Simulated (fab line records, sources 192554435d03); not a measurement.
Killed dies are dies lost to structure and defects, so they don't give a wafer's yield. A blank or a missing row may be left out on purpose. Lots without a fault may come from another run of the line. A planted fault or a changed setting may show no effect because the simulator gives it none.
Chamber matching | flow n5_finfet | N5_BEOL_M8_CURE_75 on uv_cure-02: 3 sister chambers
The step cures SiCOH lowk, time 120 s. 3 wafers are shown with their chamber, then 12 later ones without.

WAFERS WITH THEIR CHAMBER
wafer  | chamber | wafer_temp_C_max
L082.3 | 1       | 371.5
L081.3 | 0       | 371.9
L087.6 | 2       | 371.7

WAFERS WITHOUT THEIR CHAMBER
wafer  | wafer_temp_C_max
L090.2 | 371.5
L090.4 | 372.8
L090.6 | 372.1
L091.1 | 371.6
L091.2 | 371.5
L091.4 | 371.2
L094.3 | 371.5
L094.5 | 371.2
L094.6 | 371.9
L093.1 | 372.5
L093.2 | 371.8
L093.4 | 371.6

WHICH CHAMBER EACH WENT THROUGH
wafer  | from the rows above          | in truth
L090.2 | can't be placed: 1 or 2 or 0 | 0
L090.4 | can't be placed: 0 or 2 or 1 | 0
L090.6 | can't be placed: 0 or 2 or 1 | 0
L091.1 | can't be placed: 2 or 1 or 0 | 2
L091.2 | can't be placed: 1 or 2 or 0 | 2
L091.4 | can't be placed: 1 or 2 or 0 | 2
L094.3 | can't be placed: 1 or 2 or 0 | 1
L094.5 | can't be placed: 1 or 2 or 0 | 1
L094.6 | can't be placed: 0 or 2 or 1 | 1
L093.1 | can't be placed: 0 or 2 or 1 | 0
L093.2 | can't be placed: 0 or 2 or 1 | 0
L093.4 | can't be placed: 2 or 1 or 0 | 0
Placed correctly: 0 of 12. Can't be placed from these rows: 12 (the true chamber is among the candidates in 12). Placed wrongly: 0.
How it was worked out, from the rows above alone: a wafer's distance from a chamber is the root of the sum, over the readings, of the square of ((its reading less the chamber's mean) divided by the reading's scatter). The wafer belongs to the nearest chamber; if the next one is less than 2 further off, it can't be placed. A chamber's mean is the mean of its shown wafers. The scatter: with one shown wafer a chamber, the root of the mean of the squares of how far each hidden wafer lies from its nearest shown one.
